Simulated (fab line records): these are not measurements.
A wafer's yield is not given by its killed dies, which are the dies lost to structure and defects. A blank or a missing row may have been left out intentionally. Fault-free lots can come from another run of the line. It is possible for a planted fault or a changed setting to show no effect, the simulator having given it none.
Which of the tools did it? -- flow n5Finfet -- 10 lots, 30 wafers sampled, at 4 steps of a route of 1938

== WHAT THE GAUGES SHOWED, per wafer ==
N5_PASSIVATION_OVL_MEAS_63.
lot,measured,on,PAD_OVL (nm)
L490,day 13 09:17,overlay-01,5 11 5
L491,day 13 09:55,overlay-02,1 2 -1
L493,day 13 13:01,overlay-02,9 10 12
L496,day 14 13:05,overlay-02,5 1 0
L497,day 14 13:16,overlay-01,-7 -4 -1
L501,day 15 22:59,overlay-02,-1 -4 2
L507,day 17 11:31,overlay-02,-6 2 0
L509,day 17 22:13,overlay-02,4 -6 -9
L510,day 18 04:41,overlay-01,7 9 6
L512,day 18 16:58,overlay-01,-7 -10 -8

== WHAT TOOL EACH LOT RAN ON (gives the tool, then ch and the chambers of the sampled wafers, and finally the start) ==
lot,N5_BEOL_M11_ETCH_66,N5_MIM_BOT_ETCH_ETCH_00,N5_MIM_BOT_ETCH_STRIP_01
L490,"rieDiel-05 ch 0,1,3, day 11 10:49","rieMetal-03 ch 0,1, day 13 06:08","rieDiel-06 ch 1,3, day 13 06:16"
L491,"rieDiel-05 ch 0,1, day 11 16:40","rieMetal-03 ch 0,1, day 13 06:20","rieDiel-03 ch 0,2,3, day 13 06:29"
L493,"rieDiel-04 ch 0,1,3, day 11 22:00","rieMetal-02 ch 0,1, day 13 07:11","rieDiel-01 ch 0,2,3, day 13 07:19"
L496,"rieDiel-05 ch 0,1, day 12 17:25","rieMetal-03 ch 0,1, day 14 09:13","rieDiel-01 ch 0,3, day 14 09:24"
L497,"rieDiel-04 ch 0,1,2, day 12 17:56","rieMetal-02 ch 1, day 14 09:22","rieDiel-03 ch 0,2,3, day 14 09:34"
L501,"rieDiel-02 ch 1,2, day 14 11:11","rieMetal-03 ch 0,1, day 15 20:13","rieDiel-01 ch 1,2,3, day 15 20:21"
L507,"rieDiel-04 ch 0,1,2, day 16 03:05","rieMetal-01 ch 0,1, day 17 06:11","rieDiel-01 ch 0,1,3, day 17 06:17"
L509,"rieDiel-04 ch 2,3, day 16 09:56","rieMetal-02 ch 0, day 17 18:38","rieDiel-06 ch 2,3, day 17 18:53"
L510,"rieDiel-05 ch 0,1,2, day 16 18:00","rieMetal-01 ch 1, day 18 00:10","rieDiel-06 ch 1,3, day 18 00:19"
L512,"rieDiel-02 ch 0,1,3, day 16 21:30","rieMetal-01 ch 0,1, day 18 13:03","rieDiel-03 ch 0,1,3, day 18 13:11"
- N5_BEOL_M11_ETCH_66: etches SOC in N2/H2, target depth 120 nm, overetch 24 nm, time 180 s.
- N5_MIM_BOT_ETCH_ETCH_00: etches TiN in Cl2/BCl3, target depth 45.5 nm.
- N5_MIM_BOT_ETCH_STRIP_01: strips in O2.

== THE ANSWER, worked out from the rows above alone ==
Rule: the usual values come from the lots themselves. Put in order of their means at a reading, lots are off if they are a third of the lots or fewer, leave a main group of 4 or more, and stand apart from it by a gap of 3 or more times the standard deviation of the main group's means; of several such gaps the widest counts. If all means in a main group match to the digits the tables above print for the reading, that group is not used. Also off: a lot with no number at a reading for which 4 or more lots have one. Where the step has rows for the other lots, those lots are counted as sound.
Nothing can be told from this: no lot is off at any reading shown.

== WHAT THE SIMULATOR HAD INSERTED ==
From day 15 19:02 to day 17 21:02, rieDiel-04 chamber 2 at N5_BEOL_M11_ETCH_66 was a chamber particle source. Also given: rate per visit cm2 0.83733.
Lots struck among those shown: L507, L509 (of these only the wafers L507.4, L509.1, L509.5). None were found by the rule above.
